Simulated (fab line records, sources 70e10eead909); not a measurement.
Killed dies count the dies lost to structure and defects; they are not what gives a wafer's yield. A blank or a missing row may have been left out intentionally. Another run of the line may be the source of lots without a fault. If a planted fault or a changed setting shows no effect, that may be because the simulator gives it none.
Matching of chambers ; flow nandHarc ; rieDiel-08 running NHARC_P_CONTACT_ETCH_35: 4 sister chambers
The step etches the open film in CF4, target depth 39 nm, time 65 s. 14 wafers are shown with their chamber, then 7 later ones without.

## WAFERS PAIRED WITH THEIR CHAMBERS
wafer;chamber;drypumpMotorCurrentA (A);showerheadPlenumPTorr (Torr);rfFwdPowerW (W)
L075.2;2;5.2;1.77;296.3
L075.4;0;6.0;1.76;296.9
L075.5;3;5.6;1.83;296.3
L082.4;0;6.0;1.76;296.4
L082.5;3;5.7;1.82;295.7
L082.6;2;5.3;1.77;296.9
L083.2;3;5.7;1.83;297.9
L083.5;0;6.0;1.76;295.5
L083.6;1;5.1;1.73;298.9
L086.2;1;5.1;1.73;299.1
L086.5;3;5.7;1.82;298.2
L086.6;0;6.0;1.76;297.2
L092.1;2;5.3;1.76;296.9
L092.2;3;5.7;1.82;297.0

SIGNATURES, as means of the wafers listed above
reading;chamber 0;chamber 1;chamber 2;chamber 3;scatter within a chamber
drypumpMotorCurrentA;6.000;5.100;5.267;5.680;0.0383
showerheadPlenumPTorr;1.7600;1.7300;1.7667;1.8240;0.00432
rfFwdPowerW;296.500;299.000;296.700;297.020;0.797
Rule: a wafer's distance from a chamber is the root of the sum, over the readings, of the square of ((its reading less the chamber's mean) divided by the reading's scatter). The wafer belongs to the nearest chamber; if the next one is less than 2 further off, it can't be placed. The scatter is the square root of a quotient: the sum, over the shown wafers, of each reading's squared deviation from its chamber's mean, divided by wafers minus chambers.

## WAFERS WHOSE CHAMBER IS MISSING
wafer;drypumpMotorCurrentA (A);showerheadPlenumPTorr (Torr);rfFwdPowerW (W)
L092.5;5.3;1.76;296.3
L094.2;5.2;1.76;298.1
L094.4;5.1;1.73;298.5
L094.5;5.7;1.82;297.1
L097.1;6.0;1.76;296.8
L097.2;5.1;1.73;298.4
L097.5;5.7;1.82;299.0

## THE CHAMBER EACH PASSED THROUGH
wafer;from the rows above;in truth
L092.5;2;2
L094.2;2;2
L094.4;1;1
L094.5;3;3
L097.1;0;0
L097.2;1;1
L097.5;3;3
7 of 7 placed correctly. From these rows, 0 cannot be placed. Placed wrongly: 0.
